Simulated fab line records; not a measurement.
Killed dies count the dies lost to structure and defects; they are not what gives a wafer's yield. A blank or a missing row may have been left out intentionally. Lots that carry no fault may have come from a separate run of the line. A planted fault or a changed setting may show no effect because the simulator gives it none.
Chamber matching / flow n5Finfet / 3 sister chambers for N5_FIN_SAQP_PECVD_06 on pecvd-01
The step deposits a-Si from SiH4/He, target thk 60 nm, time 48.1 s. 3 wafers are shown with their chamber, then 8 later ones without.

## WAFERS WITH THEIR CHAMBER
wafer=L080.2; chamber=2; throttleValvePct (%)=16.7
wafer=L080.4; chamber=1; throttleValvePct (%)=19.1
wafer=L084.1; chamber=0; throttleValvePct (%)=19.1

## WAFERS WHOSE CHAMBER IS MISSING
wafer=L084.3; throttleValvePct (%)=19.1
wafer=L084.4; throttleValvePct (%)=19.2
wafer=L091.1; throttleValvePct (%)=19.1
wafer=L091.3; throttleValvePct (%)=17.0
wafer=L091.4; throttleValvePct (%)=16.8
wafer=L093.1; throttleValvePct (%)=19.2
wafer=L093.2; throttleValvePct (%)=19.2
wafer=L093.6; throttleValvePct (%)=19.0

## WHICH CHAMBER EACH ONE RAN IN
wafer=L084.3; from the rows above=can't be placed: 0 or 1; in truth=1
wafer=L084.4; from the rows above=can't be placed: 0 or 1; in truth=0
wafer=L091.1; from the rows above=can't be placed: 0 or 1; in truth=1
wafer=L091.3; from the rows above=2; in truth=2
wafer=L091.4; from the rows above=2; in truth=2
wafer=L093.1; from the rows above=can't be placed: 0 or 1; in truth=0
wafer=L093.2; from the rows above=can't be placed: 0 or 1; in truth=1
wafer=L093.6; from the rows above=can't be placed: 0 or 1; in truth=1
Correct placement for 2 of the 8. Can't be placed from these rows: 6 (the true chamber is among the candidates in 6). Placed wrongly: 0.
How it was worked out, from the rows above alone: a wafer's distance from a chamber is the root of the sum, over the readings, of the square of ((its reading less the chamber's mean) divided by the reading's scatter). The wafer belongs to the nearest chamber; if the next one is less than 2 further off, it can't be placed. Each chamber's mean is taken over the wafers shown for it. The scatter: root of mean squared gap, hidden wafer to nearest shown wafer, with one shown wafer a chamber.
